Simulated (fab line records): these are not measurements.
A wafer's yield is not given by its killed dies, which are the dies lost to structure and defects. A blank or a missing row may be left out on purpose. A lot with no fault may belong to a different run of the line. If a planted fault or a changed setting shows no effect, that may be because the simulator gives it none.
Problem report, 8D (eight disciplines) form, completed by code	flow nand-harc	the parts of the form that need people (team, actions taken, sign-off) are left out

== 1. WHAT WENT WRONG ==
At NHARC_P_CONTACT_PEB_10, plate-temp-C averages 100.62 C over 6 wafers from 2 lots, while fault-free wafers read 99.99 C, standard deviation 0.12. That puts it +5.2 standard deviations away from the usual mean.
The step: peb time 65 s.
Earliest sighting: wafer L305.3 on litho-track-01 at day 12 04:56. At this step, 18 wafers from 6 lots have a number in the record. Rule for "out" (also "out of limits"): further than 4 standard deviations from the usual mean. The rest of the wafers with a number are treated as sound.

== 2. WHAT IT IS; WHAT IT IS NOT ==
question	is	is not
which readings at this step	plate-temp-C	exhaust-pa
which lots	L305, L306	L292, L298, L309, L313
which wafers of those lots	all that have a number	-
read on which tools	litho-track-01	litho-track-04, litho-track-06
when	from day 12 04:56	up to then (6 sound wafers); but 6 sound wafers of L309, L313 came after

== 3. SUSPECTS, AND WHAT RULES EACH OUT ==
Counting: a tool at any process step up to the reading remains a suspect when it ran all the lots that are out and ran no sound lot after the first of those.
- cmp-04 at NHARC_P_CONTACT_CMP_01 (polishes SiO2, target thk 200 nm): kept. It ran every lot that is out, first L305 (day 12 04:18), and no sound lot after that; its last sound lot up to then is L292 (day 6 12:32).
- litho-track-01 at NHARC_P_CONTACT_PEB_10 (peb time 65 s): kept. It ran every lot that is out, first L305 (day 12 04:56), and no sound lot after that; its last sound lot up to then is L292 (day 6 13:09). Its own readings are out on those wafers: plate-temp-C.
Left after counting: cmp-04 at NHARC_P_CONTACT_CMP_01, litho-track-01 at NHARC_P_CONTACT_PEB_10.

== 4. THE CAUSE (what the simulator had put in) ==
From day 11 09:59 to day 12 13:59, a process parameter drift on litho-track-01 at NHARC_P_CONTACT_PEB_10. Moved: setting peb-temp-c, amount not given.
After counting, 2 suspects remain, this tool included.

== 5. SEQUENCE OF EFFECTS, ordered by route ==
Each row: a reading where the mean over the struck wafers with a number is more than 3 standard deviations away from the usual. Readings are gone through only where the record gives a usual standard deviation; hours: the median, over the lots, of the time from a lot's start at the first step in this table giving one to that lot's start at this step; sigmas: the change measured in usual standard deviations.
hours	step	reading	usual	on struck wafers	change	sigmas
0	NHARC_P_CONTACT_PEB_10	plate-temp-C	99.99 C	100.62	+0.63	+5.2
The process steps in it:
- NHARC_P_CONTACT_PEB_10: peb time 65 s.
Later measuring or inspecting steps at which every struck wafer that the step has a row for has a number for every such reading, and none has moved that far: NHARC_P_CONTACT_CD_MEAS_12, NHARC_P_CONTACT_OVL_MEAS_13, NHARC_P_CONTACT_INSPECT_14.

== 6. WHAT WOULD HAVE CAUGHT IT SOONER ==
In this record the first reading out of limits was taken at day 12 04:56, 19 hours after the fault began at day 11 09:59.
